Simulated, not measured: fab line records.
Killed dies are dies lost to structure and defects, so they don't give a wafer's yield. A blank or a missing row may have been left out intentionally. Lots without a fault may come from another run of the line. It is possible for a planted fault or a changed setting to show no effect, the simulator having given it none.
Matching of chambers / flow n5_finfet / rie_diel-05 running N5_BEOL_M0_SAQP_ETCH_84: 4 sister chambers
The step etches SOC in N2/H2, target depth 100 nm, overetch 20 nm, time 150 s. 4 wafers are shown with their chamber, then 9 later ones without.

## WAFERS, EACH WITH ITS CHAMBER
wafer=L087.3; chamber=2; drypump_motor_current_A (A)=4.8
wafer=L088.3; chamber=0; drypump_motor_current_A (A)=5.9
wafer=L088.4; chamber=3; drypump_motor_current_A (A)=5.2
wafer=L088.6; chamber=1; drypump_motor_current_A (A)=5.5

## WAFERS WITHOUT THEIR CHAMBER
wafer=L089.1; drypump_motor_current_A (A)=4.8
wafer=L089.2; drypump_motor_current_A (A)=5.8
wafer=L089.3; drypump_motor_current_A (A)=5.5
wafer=L094.1; drypump_motor_current_A (A)=5.8
wafer=L094.4; drypump_motor_current_A (A)=5.2
wafer=L094.6; drypump_motor_current_A (A)=5.5
wafer=L095.2; drypump_motor_current_A (A)=5.9
wafer=L095.4; drypump_motor_current_A (A)=4.8
wafer=L095.5; drypump_motor_current_A (A)=5.5

## THE CHAMBER EACH PASSED THROUGH
wafer=L089.1; from the rows above=2; in truth=2
wafer=L089.2; from the rows above=0; in truth=0
wafer=L089.3; from the rows above=1; in truth=1
wafer=L094.1; from the rows above=0; in truth=0
wafer=L094.4; from the rows above=3; in truth=3
wafer=L094.6; from the rows above=1; in truth=1
wafer=L095.2; from the rows above=0; in truth=0
wafer=L095.4; from the rows above=2; in truth=2
wafer=L095.5; from the rows above=1; in truth=1
Placed correctly: 9 of 9. Left unplaced by these rows: 0. Wrongly placed: 0.
How it was worked out, from the rows above alone: a wafer's distance from a chamber is the root of the sum, over the readings, of the square of ((its reading less the chamber's mean) divided by the reading's scatter). The wafer belongs to the nearest chamber; if the next one is less than 2 further off, it can't be placed. A chamber's mean is the mean of its shown wafers. The scatter: with one shown wafer a chamber, the root of the mean of the squares of how far each hidden wafer lies from its nearest shown one.
